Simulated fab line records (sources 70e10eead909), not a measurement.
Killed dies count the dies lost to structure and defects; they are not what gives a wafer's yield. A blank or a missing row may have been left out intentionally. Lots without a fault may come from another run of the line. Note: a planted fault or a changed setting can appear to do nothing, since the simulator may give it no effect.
Which of the tools did it? + flow nand harc + 24 lots with 72 wafers sampled at 3 steps, on a route of 1159 steps

## WHAT THE GAUGES READ, wafer by wafer
NHARC_P_GATE_CD_MEAS_59: target cd 720 nm. Usual: 720.9 nm for cd nm, sd 1.5.
| lot  | measured     | on        | cd nm (nm)        | flag |
|------|--------------|-----------|-------------------|------|
| L074 | day 5 12:27  | cd sem-03 | 719.8 724.3 720.6 |      |
| L075 | day 5 14:12  | cd sem-02 | 720.6 717.7 720.2 |      |
| L076 | day 6 00:38  | cd sem-03 | 721.4 721.7 720.5 |      |
| L077 | day 5 21:58  | cd sem-02 | 723.1 722.4 722.4 |      |
| L078 | day 6 04:56  | cd sem-01 | 719.2 719.0 719.3 |      |
| L079 | day 6 13:55  | cd sem-03 | 718.7 719.1 719.9 |      |
| L080 | day 7 01:57  | cd sem-03 | 721.1 718.9 718.3 |      |
| L081 | day 7 05:37  | cd sem-01 | 720.5 719.8 721.2 |      |
| L082 | day 7 06:08  | cd sem-01 | 720.4 719.9 719.1 |      |
| L083 | day 7 13:58  | cd sem-02 | 720.2 720.3 722.5 |      |
| L084 | day 7 14:36  | cd sem-01 | 723.6 720.5 719.3 |      |
| L086 | day 8 11:35  | cd sem-03 | 721.8 722.6 722.2 |      |
| L085 | day 8 12:46  | cd sem-01 | 720.3 719.2 720.4 |      |
| L087 | day 8 18:07  | cd sem-01 | 719.3 720.0 718.7 |      |
| L088 | day 8 12:29  | cd sem-02 | 721.9 724.0 725.0 |      |
| L089 | day 9 02:35  | cd sem-03 | 721.9 719.5 720.7 |      |
| L090 | day 9 02:56  | cd sem-02 | 719.8 718.6 718.1 |      |
| L091 | day 9 14:54  | cd sem-03 | 721.0 721.7 722.6 |      |
| L092 | day 9 19:58  | cd sem-02 | 721.5 723.9 721.2 |      |
| L093 | day 9 22:03  | cd sem-01 | 719.5 720.9 722.4 |      |
| L095 | day 10 08:35 | cd sem-03 | 720.8 721.9 720.9 |      |
| L094 | day 10 07:57 | cd sem-01 | 719.7 719.5 721.4 |      |
| L096 | day 10 18:17 | cd sem-03 | 720.3 720.7 719.0 |      |
| L097 | day 11 00:55 | cd sem-02 | 722.5 723.0 721.9 |      |

NHARC_P_CONTACT_INSPECT_14. Usual: 3.6 for raw defect count, sd 2.
| lot  | measured     | on                | raw defect count | flag |
|------|--------------|-------------------|------------------|------|
| L074 | day 5 18:46  | defect inspect-02 | 2 3 4            |      |
| L075 | day 5 20:56  | defect inspect-01 | 6 4 6            |      |
| L076 | day 6 07:01  | defect inspect-02 | 8 6 6            |      |
| L077 | day 6 04:25  | defect inspect-02 | 2 4 2            |      |
| L078 | day 6 11:21  | defect inspect-01 | 6 2 4            |      |
| L079 | day 6 20:28  | defect inspect-01 | 3 3 0            |      |
| L080 | day 7 08:29  | defect inspect-01 | 6 6 7            |      |
| L081 | day 7 11:53  | defect inspect-01 | 7 4 0            |      |
| L082 | day 7 12:45  | defect inspect-02 | 2 6 4            |      |
| L083 | day 7 20:58  | defect inspect-01 | 3 1 3            |      |
| L084 | day 7 21:16  | defect inspect-01 | 2 2 2            |      |
| L086 | day 8 18:10  | defect inspect-02 | 3 2 2            |      |
| L085 | day 8 19:48  | defect inspect-01 | 4 2 2            |      |
| L087 | day 9 00:41  | defect inspect-02 | 3 4 1            |      |
| L088 | day 8 18:54  | defect inspect-02 | 3 6 2            |      |
| L089 | day 9 09:24  | defect inspect-01 | 3 10 4           |      |
| L090 | day 9 09:41  | defect inspect-02 | 3 4 7            |      |
| L091 | day 9 21:16  | defect inspect-02 | 4 3 0            |      |
| L092 | day 10 02:23 | defect inspect-01 | 1 2 2            |      |
| L093 | day 10 04:43 | defect inspect-02 | 6 4 3            |      |
| L095 | day 10 15:11 | defect inspect-02 | 2 5 5            |      |
| L094 | day 10 14:25 | defect inspect-02 | 3 5 6            |      |
| L096 | day 11 00:40 | defect inspect-01 | 3 2 4            |      |
| L097 | day 11 07:32 | defect inspect-01 | 3 5 9            |      |

## WHAT TOOL EACH LOT RAN ON (gives the tool, then ch and the chambers of the sampled wafers, and finally the start)
| lot  | NHARC_P_STI_ETCH_42               |
|------|-----------------------------------|
| L074 | rie diel-01 ch 2,3, day 2 11:51   |
| L075 | rie diel-08 ch 0,1,3, day 2 18:32 |
| L076 | rie diel-04 ch 1,2,3, day 3 02:27 |
| L077 | rie diel-01 ch 1,2,3, day 3 02:37 |
| L078 | rie diel-08 ch 1,2,3, day 3 11:30 |
| L079 | rie diel-04 ch 0,2,3, day 3 18:57 |
| L080 | rie diel-04 ch 1,2,3, day 4 00:07 |
| L081 | rie diel-04 ch 0,1,2, day 4 07:42 |
| L082 | rie diel-01 ch 1,2,3, day 4 07:53 |
| L083 | rie diel-04 ch 1,2, day 4 20:16   |
| L084 | rie diel-08 ch 0,1,2, day 4 20:26 |
| L086 | rie diel-04 ch 0,1, day 5 10:04   |
| L085 | rie diel-08 ch 0,1,2, day 5 10:04 |
| L087 | rie diel-01 ch 0,1,2, day 5 19:15 |
| L088 | rie diel-08 ch 0,3, day 5 23:10   |
| L089 | rie diel-04 ch 0,3, day 6 05:22   |
| L090 | rie diel-01 ch 0,2,3, day 6 12:51 |
| L091 | rie diel-08 ch 0,1,3, day 6 17:26 |
| L092 | rie diel-04 ch 0,1,3, day 7 01:44 |
| L093 | rie diel-08 ch 0,1,3, day 7 01:57 |
| L095 | rie diel-01 ch 2,3, day 7 14:16   |
| L094 | rie diel-04 ch 2,3, day 7 14:26   |
| L096 | rie diel-04 ch 1,2,3, day 7 23:06 |
| L097 | rie diel-08 ch 0,2,3, day 8 08:06 |
- NHARC_P_STI_ETCH_42: etches the open film in N2/H2, target depth 80 nm, overetch 24 nm, time 61 s.

## WHAT THE TOOLS THEMSELVES READ (means of the sampled wafers that have a number; where no wafer has one, the mark that the record gives instead)
NHARC_P_STI_ETCH_42. Usual: drypump motor current A 5.7 A, standard deviation 0.45; h2 flow sccm 150.0 sccm, standard deviation 0.51; oes product au 1.003 a.u., standard deviation 0.0093; rf vpp V 430.4 V, standard deviation 1.9; showerhead plenum p Torr 2.04 Torr, standard deviation 0.066; throttle valve pct 14.171 %, standard deviation 0.0084.
| lot  | tool        | drypump motor current A (A) | h2 flow sccm (sccm) | oes product au (a.u.) | rf vpp V (V) | showerhead plenum p Torr (Torr) | throttle valve pct (%) | flag |
|------|-------------|-----------------------------|---------------------|-----------------------|--------------|---------------------------------|------------------------|------|
| L074 | rie diel-01 | 5.3                         | 150.4               | 0.993                 | 429.6        | 1.99                            | 14.177                 |      |
| L075 | rie diel-08 | 5.9                         | 150.0               | 1.011                 | 430.0        | 2.03                            | 14.168                 |      |
| L076 | rie diel-04 | 5.9                         | 149.6               | 1.010                 | 431.6        | 2.09                            | 14.174                 |      |
| L077 | rie diel-01 | 5.6                         | 150.0               | 0.999                 | 429.0        | 1.99                            | 14.167                 |      |
| L078 | rie diel-08 | 5.8                         | 149.6               | 1.002                 | 430.1        | 2.01                            | 14.171                 |      |
| L079 | rie diel-04 | 5.5                         | 149.8               | 0.996                 | 430.0        | 2.03                            | 14.179                 |      |
| L080 | rie diel-04 | 5.8                         | 150.1               | 1.004                 | 431.9        | 2.09                            | 14.170                 |      |
| L081 | rie diel-04 | 5.8                         | 150.1               | 1.005                 | 431.0        | 2.05                            | 14.167                 |      |
| L082 | rie diel-01 | 5.6                         | 149.7               | 0.999                 | 428.2        | 1.99                            | 14.169                 |      |
| L083 | rie diel-04 | 6.1                         | 150.7               | 0.997                 | 432.3        | 2.11                            | 14.174                 |      |
| L084 | rie diel-08 | 5.6                         | 150.2               | 1.005                 | 431.8        | 2.04                            | 14.177                 |      |
| L086 | rie diel-04 | 5.6                         | 149.6               | 0.997                 | 428.3        | 1.97                            | 14.180                 |      |
| L085 | rie diel-08 | 5.5                         | 150.3               | 1.006                 | 430.7        | 2.04                            | 14.170                 |      |
| L087 | rie diel-01 | 5.6                         | 149.7               | 1.001                 | 429.8        | 2.01                            | 14.159                 |      |
| L088 | rie diel-08 | 6.0                         | 149.8               | 1.013                 | 431.2        | 2.06                            | 14.182                 |      |
| L089 | rie diel-04 | 5.3                         | 150.1               | 1.004                 | 428.5        | 1.95                            | 14.175                 |      |
| L090 | rie diel-01 | 5.2                         | 149.9               | 1.005                 | 430.0        | 2.01                            | 14.178                 |      |
| L091 | rie diel-08 | 5.8                         | 150.6               | 0.994                 | 430.7        | 2.02                            | 14.175                 |      |
| L092 | rie diel-04 | 5.7                         | 150.2               | 1.007                 | 429.8        | 2.01                            | 14.169                 |      |
| L093 | rie diel-08 | 5.8                         | 149.9               | 0.992                 | 429.7        | 2.02                            | 14.167                 |      |
| L095 | rie diel-01 | 5.3                         | 150.3               | 0.985                 | 429.3        | 1.98                            | 14.168                 |      |
| L094 | rie diel-04 | 5.7                         | 150.1               | 1.005                 | 432.6        | 2.11                            | 14.170                 |      |
| L096 | rie diel-04 | 5.8                         | 149.8               | 1.001                 | 431.7        | 2.09                            | 14.176                 |      |
| L097 | rie diel-08 | 5.9                         | 149.7               | 1.007                 | 429.9        | 2.05                            | 14.170                 |      |

## THE ANSWER, worked out from the rows above alone
Rule: a lot counts as off when the mean over its wafers that have a number is more than 3 standard deviations away from the usual mean. A lot without any number at a reading at which 4 lots or more have one is off too. Any other lot the step has rows for is counted as sound. After the gauges, taken in route order, come the tools' own readings; for these a lot's mean is taken, as printed above. The first step at which some lot is off is used, and at that step the reading that is off furthest; a lot without a number counts as furthest.
None of the lots is off at any reading shown; this tells nothing.

## WHAT WAS PUT IN BY THE SIMULATOR
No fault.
